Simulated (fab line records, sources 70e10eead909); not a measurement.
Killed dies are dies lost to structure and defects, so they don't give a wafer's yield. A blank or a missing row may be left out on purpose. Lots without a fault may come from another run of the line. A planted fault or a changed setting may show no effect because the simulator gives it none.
A struck lot beside a sound one | flow nand_harc | 15 steps out of a route of 1302
Sound: wafers L737.1, L737.2, L737.3. Struck: wafers L752.1, L752.2, L752.4. The cause comes at the end.
At each step with rows: each side's tool, then ch and its chambers, then its first start. Under that, the readings that differ: sound wafers | struck wafers | difference of the means | sigmas: that difference in standard deviations of wafers without a fault.
alike: readings whose means differ by less than 2 such deviations, and words and numbers that are the same on both sides. not compared: withheld readings, readings that some wafer has no value for, bounds like >300 that may hide the same value, and numbers for which the record gives no deviation and whose values overlap.
The two part at a step that has a row with sigmas, a row that says differs or no value, or rows on one side only. Numbers that don't overlap but have no deviation are shown without sigmas and don't part them. A reading that every wafer of one side lacks parts them only if that side has two wafers or more.

NHARC_A_CHANNEL_HOLE_D2_ETCH_44: etches the open film in CF4/O2, target depth 140 nm, overetch 14 nm, time 77 s.
  sound on rie_diel-06 ch 0,2,3, day 13 16:55; struck on rie_diel-11 ch 0,1,3, day 20 07:17
  reading                | sound         | struck      | difference | sigmas
  rf_hours_counter_h (h) | 11.0 8.6 11.0 | 1.2 1.0 1.1 | -9.1       |
  alike: drypump_motor_current_A, oes_o_777_au, oes_product_au, rf_vpp_V, showerhead_plenum_p_Torr, throttle_valve_pct
NHARC_A_CHANNEL_HOLE_D2_STRIP_28: strips in O2.
  sound on rie_diel-06 ch 0,2,3; struck on rie_diel-11 ch 0,1,3
  reading                | sound         | struck      | difference | sigmas
  rf_hours_counter_h (h) | 8.7 11.0 11.1 | 1.2 1.1 1.2 | -9.1       |
  alike: drypump_motor_current_A, oes_product_au, rf_vpp_V, showerhead_plenum_p_Torr, throttle_valve_pct
then, 2 steps without rows for these wafers: NHARC_A_CHANNEL_HOLE_D2_PRECLEAN_29 (cleans in SC1); NHARC_A_CHANNEL_HOLE_D2_SRD_30.
NHARC_A_CHANNEL_HOLE_D2_CD_MEAS_31:
  sound on cd_sem-03, day 13 17:43; struck on cd_sem-03, day 20 08:05
  alike: cd_nm
then, 1 step without rows for these wafers: NHARC_A_CHANNEL_HOLE_D2_XSEM_32.
NHARC_A_CHANNEL_HOLE_D2_INSPECT_40:
  sound on defect_inspect-02, day 13 17:55; struck on defect_inspect-01, day 20 08:17
  alike: raw_defect_count
then, 2 steps without rows for these wafers: NHARC_A_CHANNEL_FILL_D2_PRECLEAN_00 (cleans in SC1); NHARC_A_CHANNEL_FILL_D2_SRD_01.
NHARC_A_CHANNEL_FILL_D2_ALD_02: deposits SiO2, target thk 6 nm, pulse time 10 s, ald cycles 60.
  sound on ald_hk-04 ch 0,1,3, day 13 18:07; struck on ald_hk-03 ch 0,2,3, day 20 08:28
  alike: ald_cycles, heater_power_w, precursor_pulse_height_rel
NHARC_A_CHANNEL_FILL_D2_ALD_03: deposits SiNx, target thk 6 nm, pulse time 60 s, ald cycles 58.
  sound on ald_sin_batch-02 ch 0; struck on ald_sin_batch-01 ch 0
  alike: ald_cycles, precursor_pulse_height_rel
then, 1 step without rows for these wafers: NHARC_A_CHANNEL_FILL_D2_ALD_14 (deposits SiO2, target thk 2.5 nm, pulse time 10 s, ald cycles 25).
NHARC_A_CHANNEL_FILL_D2_ALD_15: deposits SiNx, target thk 2 nm, pulse time 60 s, ald cycles 19.
  sound on ald_sin_batch-01 ch 0, day 14 04:17; struck on ald_sin_batch-01 ch 0, day 20 18:34
  reading    | sound    | struck   | difference | sigmas
  ald_cycles | 19 19 19 | 21 21 21 | +2         |
  alike: precursor_pulse_height_rel
NHARC_A_CHANNEL_FILL_D2_ALD_16: deposits SiO2, target thk 1.5 nm, pulse time 10 s, ald cycles 15.
  sound on ald_hk-02 ch 1,2,3, day 14 06:19; struck on ald_hk-04 ch 0,2,3, day 20 20:37
  alike: ald_cycles, heater_power_w, precursor_pulse_height_rel
then, 1 step without rows for these wafers: NHARC_END_SORT_01.

WHERE THEY PART
Nowhere in this record.

WHY: what the simulator had put in
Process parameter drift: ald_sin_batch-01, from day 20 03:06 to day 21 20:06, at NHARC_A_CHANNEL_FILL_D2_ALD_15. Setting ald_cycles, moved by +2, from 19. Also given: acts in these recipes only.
